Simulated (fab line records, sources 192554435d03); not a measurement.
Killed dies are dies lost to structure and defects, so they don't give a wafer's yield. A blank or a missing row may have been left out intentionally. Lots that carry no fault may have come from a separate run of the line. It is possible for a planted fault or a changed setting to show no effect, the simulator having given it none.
Which tool did it? / flow n5_finfet / 8 lots, 24 wafers sampled, at 5 steps of a route of 1938

## WHAT THE GAUGES SHOWED, per wafer
N5_BEOL_M4_RC_MEAS_101.
lot=L424; measured=day 8 12:03; on=prober-01; DIBL_N (mV/V)=36.8 37.7 36.8; DIBL_P (mV/V)=35.5 35.8 34.7; IOFF_N (nA/um)=0.161 0.174 0.162; IOFF_P (nA/um)=0.221 0.220 0.213; ION_N (uA/um)=675 674 664; ION_P (uA/um)=463 466 460; SS_N (mV/dec)=71.3 71.2 71.5; SS_P (mV/dec)=73.0 73.1 73.5; VT_N (mV)=250.1 250.3 248.5; VT_P (mV)=-248.8 -249.0 -247.3
lot=L430; measured=day 9 14:19; on=prober-02; DIBL_N (mV/V)=36.9 37.7 36.9; DIBL_P (mV/V)=34.3 35.4 34.6; IOFF_N (nA/um)=0.153 0.170 0.166; IOFF_P (nA/um)=0.203 0.221 0.202; ION_N (uA/um)=670 667 674; ION_P (uA/um)=467 462 459; SS_N (mV/dec)=71.5 71.7 71.5; SS_P (mV/dec)=73.2 72.8 72.8; VT_N (mV)=249.4 247.7 250.3; VT_P (mV)=-248.5 -248.0 -252.3
lot=L434; measured=day 11 06:47; on=prober-02; DIBL_N (mV/V)=36.9 35.8 36.5; DIBL_P (mV/V)=36.3 35.2 35.7; IOFF_N (nA/um)=0.165 0.153 0.152; IOFF_P (nA/um)=0.255 0.231 0.236; ION_N (uA/um)=678 678 671; ION_P (uA/um)=471 470 467; SS_N (mV/dec)=71.0 71.1 71.5; SS_P (mV/dec)=72.7 72.7 73.2; VT_N (mV)=247.4 244.7 248.8; VT_P (mV)=-244.3 -244.4 -244.2
lot=L435; measured=day 11 01:43; on=prober-02; DIBL_N (mV/V)=38.5 38.4 36.0; DIBL_P (mV/V)=37.1 37.0 35.3; IOFF_N (nA/um)=0.182 0.186 0.138; IOFF_P (nA/um)=0.229 0.229 0.193; ION_N (uA/um)=678 671 658; ION_P (uA/um)=466 459 455; SS_N (mV/dec)=72.4 72.5 71.4; SS_P (mV/dec)=73.8 73.3 73.3; VT_N (mV)=249.7 249.1 255.3; VT_P (mV)=-249.3 -247.8 -251.9
lot=L437; measured=day 11 09:02; on=prober-02; DIBL_N (mV/V)=35.0 35.7 34.0; DIBL_P (mV/V)=35.2 35.9 33.4; IOFF_N (nA/um)=0.151 0.160 0.135; IOFF_P (nA/um)=0.197 0.204 0.174; ION_N (uA/um)=676 672 665; ION_P (uA/um)=467 462 457; SS_N (mV/dec)=71.9 71.9 71.0; SS_P (mV/dec)=72.5 73.4 72.6; VT_N (mV)=247.9 250.1 251.5; VT_P (mV)=-250.9 -250.7 -253.3
lot=L439; measured=day 12 04:41; on=prober-02; DIBL_N (mV/V)=37.3 37.7 35.5; DIBL_P (mV/V)=39.7 39.0 36.3; IOFF_N (nA/um)=0.196 0.200 0.151; IOFF_P (nA/um)=0.241 0.229 0.188; ION_N (uA/um)=692 687 678; ION_P (uA/um)=468 466 464; SS_N (mV/dec)=71.8 72.1 71.4; SS_P (mV/dec)=73.2 74.0 73.0; VT_N (mV)=245.1 247.1 249.1; VT_P (mV)=-249.5 -250.1 -253.0
lot=L441; measured=day 12 14:46; on=prober-01; DIBL_N (mV/V)=36.1 35.7 36.0; DIBL_P (mV/V)=35.0 34.4 35.0; IOFF_N (nA/um)=0.166 0.149 0.155; IOFF_P (nA/um)=0.211 0.200 0.201; ION_N (uA/um)=678 675 680; ION_P (uA/um)=459 460 468; SS_N (mV/dec)=71.1 71.5 71.2; SS_P (mV/dec)=72.2 72.8 72.9; VT_N (mV)=248.8 249.9 250.0; VT_P (mV)=-248.8 -248.3 -248.5
lot=L445; measured=day 13 22:22; on=prober-01; DIBL_N (mV/V)=37.1 36.0 35.0; DIBL_P (mV/V)=36.4 35.6 34.3; IOFF_N (nA/um)=0.166 0.143 0.132; IOFF_P (nA/um)=0.217 0.202 0.178; ION_N (uA/um)=679 674 662; ION_P (uA/um)=465 463 457; SS_N (mV/dec)=71.8 71.9 71.6; SS_P (mV/dec)=73.3 73.1 73.4; VT_N (mV)=250.1 250.6 251.1; VT_P (mV)=-246.2 -248.4 -248.6

## WHAT TOOL EACH LOT RAN ON (gives the tool, then ch and the chambers of the sampled wafers, and finally the start)
lot=L424; N5_DUMMY_GATE_ETCH_32=rie_si-06 ch 0,3, day 3 11:19; N5_DUMMY_GATE_ETCH_44=rie_si-06 ch 0,3, day 3 11:24; N5_SD_EPI_N_ETCH_35=rie_diel-01 ch 0,2,3, day 3 13:06; N5_SD_EPI_N_STRIP_38=plasma_asher-01 ch 0,1, day 3 13:47
lot=L430; N5_DUMMY_GATE_ETCH_32=rie_si-05 ch 1,2,3, day 4 23:04; N5_DUMMY_GATE_ETCH_44=rie_si-05 ch 1,2,3, day 4 23:10; N5_SD_EPI_N_ETCH_35=rie_diel-05 ch 0,1,3, day 5 01:22; N5_SD_EPI_N_STRIP_38=plasma_asher-02 ch 0,1, day 5 02:03
lot=L434; N5_DUMMY_GATE_ETCH_32=rie_si-05 ch 0,2,3, day 6 00:08; N5_DUMMY_GATE_ETCH_44=rie_si-05 ch 0,2,3, day 6 00:14; N5_SD_EPI_N_ETCH_35=rie_diel-01 ch 0,3, day 6 01:59; N5_SD_EPI_N_STRIP_38=plasma_asher-02 ch 0,1, day 6 02:44
lot=L435; N5_DUMMY_GATE_ETCH_32=rie_si-01 ch 0,2, day 6 09:01; N5_DUMMY_GATE_ETCH_44=rie_si-01 ch 0,2, day 6 09:05; N5_SD_EPI_N_ETCH_35=rie_diel-05 ch 1,2, day 6 11:02; N5_SD_EPI_N_STRIP_38=plasma_asher-02 ch 0,1, day 6 11:45
lot=L437; N5_DUMMY_GATE_ETCH_32=rie_si-05 ch 1,2,3, day 6 21:34; N5_DUMMY_GATE_ETCH_44=rie_si-05 ch 1,2,3, day 6 21:40; N5_SD_EPI_N_ETCH_35=rie_diel-05 ch 1,2,3, day 6 23:56; N5_SD_EPI_N_STRIP_38=plasma_asher-01 ch 0,1, day 7 00:38
lot=L439; N5_DUMMY_GATE_ETCH_32=rie_si-06 ch 0,1,2, day 7 06:52; N5_DUMMY_GATE_ETCH_44=rie_si-06 ch 0,1,2, day 7 06:57; N5_SD_EPI_N_ETCH_35=rie_diel-05 ch 0,1,2, day 7 08:44; N5_SD_EPI_N_STRIP_38=plasma_asher-01 ch 0, day 7 09:26
lot=L441; N5_DUMMY_GATE_ETCH_32=rie_si-01 ch 1,2, day 7 17:55; N5_DUMMY_GATE_ETCH_44=rie_si-01 ch 1,2, day 7 18:01; N5_SD_EPI_N_ETCH_35=rie_diel-04 ch 0, day 7 19:36; N5_SD_EPI_N_STRIP_38=plasma_asher-01 ch 0,1, day 7 20:35
lot=L445; N5_DUMMY_GATE_ETCH_32=rie_si-06 ch 0,1,3, day 8 17:14; N5_DUMMY_GATE_ETCH_44=rie_si-06 ch 0,1,3, day 8 17:19; N5_SD_EPI_N_ETCH_35=rie_diel-04 ch 0,3, day 8 23:46; N5_SD_EPI_N_STRIP_38=plasma_asher-02 ch 0,1, day 9 00:28
- N5_DUMMY_GATE_ETCH_32: etches SiO2 in CF4, target depth 3.5 nm, time 3.9 s.
- N5_DUMMY_GATE_ETCH_44: etches poly-Si in HBr/O2, stops on SiO2, target depth 127.5 nm.
- N5_SD_EPI_N_ETCH_35: etches SOC in N2/H2, overetch 108 nm, time 486 s.
- N5_SD_EPI_N_STRIP_38: strips in N2/H2.

## WHAT THE TOOLS THEMSELVES READ (means of the sampled wafers that have a number; where no wafer has one, the mark that the record gives instead)
N5_DUMMY_GATE_ETCH_32.
lot=L424; tool=rie_si-06; bias_w (W)=399.7; drypump_motor_current_A (A)=5.7; oes_product_au (a.u.)=0.973; rf_fwd_power_W (W)=796; throttle_valve_pct (%)=22.04
lot=L430; tool=rie_si-05; bias_w (W)=400.5; drypump_motor_current_A (A)=5.7; oes_product_au (a.u.)=0.990; rf_fwd_power_W (W)=788; throttle_valve_pct (%)=21.73
lot=L434; tool=rie_si-05; bias_w (W)=400.7; drypump_motor_current_A (A)=5.8; oes_product_au (a.u.)=0.980; rf_fwd_power_W (W)=788; throttle_valve_pct (%)=21.65
lot=L435; tool=rie_si-01; bias_w (W)=402.3; drypump_motor_current_A (A)=5.9; oes_product_au (a.u.)=1.013; rf_fwd_power_W (W)=790; throttle_valve_pct (%)=21.74
lot=L437; tool=rie_si-05; bias_w (W)=400.1; drypump_motor_current_A (A)=5.7; oes_product_au (a.u.)=0.987; rf_fwd_power_W (W)=788; throttle_valve_pct (%)=21.72
lot=L439; tool=rie_si-06; bias_w (W)=400.1; drypump_motor_current_A (A)=5.9; oes_product_au (a.u.)=0.995; rf_fwd_power_W (W)=798; throttle_valve_pct (%)=21.72
lot=L441; tool=rie_si-01; bias_w (W)=400.5; drypump_motor_current_A (A)=5.6; oes_product_au (a.u.)=0.992; rf_fwd_power_W (W)=790; throttle_valve_pct (%)=21.86
lot=L445; tool=rie_si-06; bias_w (W)=399.7; drypump_motor_current_A (A)=5.8; oes_product_au (a.u.)=0.990; rf_fwd_power_W (W)=794; throttle_valve_pct (%)=21.93

N5_DUMMY_GATE_ETCH_44.
lot=L424; tool=rie_si-06; HBr_flow_sccm (sccm)=119.6; bias_w (W)=20.01; drypump_motor_current_A (A)=5.7; oes_product_au (a.u.)=0.723; rf_fwd_power_W (W)=398.6; throttle_valve_pct (%)=18.73
lot=L430; tool=rie_si-05; HBr_flow_sccm (sccm)=120.2; bias_w (W)=19.99; drypump_motor_current_A (A)=5.7; oes_product_au (a.u.)=0.717; rf_fwd_power_W (W)=397.1; throttle_valve_pct (%)=18.47
lot=L434; tool=rie_si-05; HBr_flow_sccm (sccm)=120.1; bias_w (W)=20.01; drypump_motor_current_A (A)=5.8; oes_product_au (a.u.)=0.716; rf_fwd_power_W (W)=397.9; throttle_valve_pct (%)=18.41
lot=L435; tool=rie_si-01; HBr_flow_sccm (sccm)=119.9; bias_w (W)=20.02; drypump_motor_current_A (A)=5.9; oes_product_au (a.u.)=0.735; rf_fwd_power_W (W)=396.6; throttle_valve_pct (%)=18.44
lot=L437; tool=rie_si-05; HBr_flow_sccm (sccm)=120.4; bias_w (W)=19.97; drypump_motor_current_A (A)=5.7; oes_product_au (a.u.)=0.713; rf_fwd_power_W (W)=398.1; throttle_valve_pct (%)=18.47
lot=L439; tool=rie_si-06; HBr_flow_sccm (sccm)=120.1; bias_w (W)=20.08; drypump_motor_current_A (A)=5.9; oes_product_au (a.u.)=0.731; rf_fwd_power_W (W)=398.1; throttle_valve_pct (%)=18.39
lot=L441; tool=rie_si-01; HBr_flow_sccm (sccm)=119.8; bias_w (W)=19.98; drypump_motor_current_A (A)=5.5; oes_product_au (a.u.)=0.716; rf_fwd_power_W (W)=396.6; throttle_valve_pct (%)=18.56
lot=L445; tool=rie_si-06; HBr_flow_sccm (sccm)=120.2; bias_w (W)=19.99; drypump_motor_current_A (A)=5.8; oes_product_au (a.u.)=0.721; rf_fwd_power_W (W)=397.7; throttle_valve_pct (%)=18.65

N5_SD_EPI_N_ETCH_35.
lot=L424; tool=rie_diel-01; bias_w (W)=132.7; drypump_motor_current_A (A)=5.7; oes_product_au (a.u.)=0.72; rf_fwd_power_W (W)=2993; rf_vpp_V (V)=240.5; showerhead_plenum_p_Torr (Torr)=2.51; throttle_valve_pct (%)=23.75
lot=L430; tool=rie_diel-05; bias_w (W)=132.8; drypump_motor_current_A (A)=5.8; oes_product_au (a.u.)=0.71; rf_fwd_power_W (W)=2994; rf_vpp_V (V)=242.1; showerhead_plenum_p_Torr (Torr)=2.59; throttle_valve_pct (%)=23.49
lot=L434; tool=rie_diel-01; bias_w (W)=133.4; drypump_motor_current_A (A)=5.2; oes_product_au (a.u.)=0.71; rf_fwd_power_W (W)=2996; rf_vpp_V (V)=239.9; showerhead_plenum_p_Torr (Torr)=2.47; throttle_valve_pct (%)=23.75
lot=L435; tool=rie_diel-05; bias_w (W)=133.0; drypump_motor_current_A (A)=6.4; oes_product_au (a.u.)=0.65; rf_fwd_power_W (W)=2988; rf_vpp_V (V)=241.2; showerhead_plenum_p_Torr (Torr)=2.59; throttle_valve_pct (%)=23.64
lot=L437; tool=rie_diel-05; bias_w (W)=132.9; drypump_motor_current_A (A)=6.2; oes_product_au (a.u.)=0.68; rf_fwd_power_W (W)=2997; rf_vpp_V (V)=241.9; showerhead_plenum_p_Torr (Torr)=2.61; throttle_valve_pct (%)=23.61
lot=L439; tool=rie_diel-05; bias_w (W)=133.6; drypump_motor_current_A (A)=6.2; oes_product_au (a.u.)=0.69; rf_fwd_power_W (W)=3223; rf_vpp_V (V)=235.0; showerhead_plenum_p_Torr (Torr)=2.54; throttle_valve_pct (%)=23.52
lot=L441; tool=rie_diel-04; bias_w (W)=132.9; drypump_motor_current_A (A)=6.6; oes_product_au (a.u.)=0.64; rf_fwd_power_W (W)=2996; rf_vpp_V (V)=239.8; showerhead_plenum_p_Torr (Torr)=2.40; throttle_valve_pct (%)=23.56
lot=L445; tool=rie_diel-04; bias_w (W)=133.1; drypump_motor_current_A (A)=6.0; oes_product_au (a.u.)=0.64; rf_fwd_power_W (W)=2992; rf_vpp_V (V)=241.0; showerhead_plenum_p_Torr (Torr)=2.55; throttle_valve_pct (%)=23.47

N5_SD_EPI_N_STRIP_38.
lot=L424; tool=plasma_asher-01; drypump_motor_current_A (A)=5.8; heater_power_w (W)=301; oes_product_au (a.u.)=0.767
lot=L430; tool=plasma_asher-02; drypump_motor_current_A (A)=6.5; heater_power_w (W)=327; oes_product_au (a.u.)=0.761
lot=L434; tool=plasma_asher-02; drypump_motor_current_A (A)=6.4; heater_power_w (W)=330; oes_product_au (a.u.)=0.762
lot=L435; tool=plasma_asher-02; drypump_motor_current_A (A)=6.4; heater_power_w (W)=325; oes_product_au (a.u.)=0.749
lot=L437; tool=plasma_asher-01; drypump_motor_current_A (A)=5.8; heater_power_w (W)=298; oes_product_au (a.u.)=0.767
lot=L439; tool=plasma_asher-01; drypump_motor_current_A (A)=5.8; heater_power_w (W)=316; oes_product_au (a.u.)=0.762
lot=L441; tool=plasma_asher-01; drypump_motor_current_A (A)=5.9; heater_power_w (W)=301; oes_product_au (a.u.)=0.767
lot=L445; tool=plasma_asher-02; drypump_motor_current_A (A)=6.5; heater_power_w (W)=323; oes_product_au (a.u.)=0.766

## THE ANSWER, worked out from the rows above alone
Rule: the lots themselves supply what counts as usual. The widest of any qualifying gaps counts: lots, ordered by their means at a reading, are off when they make up no more than a third of the lots, leave a main group of 4 or more, and stand apart from it by 3 or more times the standard deviation of that group's means. Not used: any main group whose means are identical at the precision the tables above print for the reading. A lot without any number at a reading at which 4 lots or more have one is off too. Where the step has rows for the other lots, those lots are counted as sound. After the gauges, taken in route order, come the tools' own readings; for these a lot's mean is taken, as printed above. At the first step where some lot is off, the reading lying furthest off is the one used; lots without a number count as furthest.
Off: L439, seen at N5_BEOL_M4_RC_MEAS_101 (DIBL_P). The main group: mean 35.3 mV/V, standard deviation 0.57.
If a tool, at a process step before that reading, ran all the lots that are off and no sound lot after the first of them, it fits. Not tried: the gauges at N5_BEOL_M4_RC_MEAS_101; whatever is off there is also off at N5_DUMMY_GATE_ETCH_44, on other tools, and gauge error can't account for it. One candidate fits, namely rie_diel-05 at N5_SD_EPI_N_ETCH_35. A fault onset in the window from L437 (day 6 23:56, its last sound lot) to L439 (day 7 08:44, its first lot off) fits.
The tool's own readings at N5_SD_EPI_N_ETCH_35 bear it out: on the lots that are off they differ by more than 5 times the standard deviation of the sound lots' means. rf_fwd_power_W reads 3223 W there against 2994 W on the sound lots; rf_vpp_V reads 235.0 V there against 240.9 V on the sound lots.

## WHAT THE SIMULATOR HAD PUT IN
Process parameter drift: rie_diel-05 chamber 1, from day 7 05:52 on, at N5_SD_EPI_N_ETCH_35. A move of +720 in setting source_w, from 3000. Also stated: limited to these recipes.
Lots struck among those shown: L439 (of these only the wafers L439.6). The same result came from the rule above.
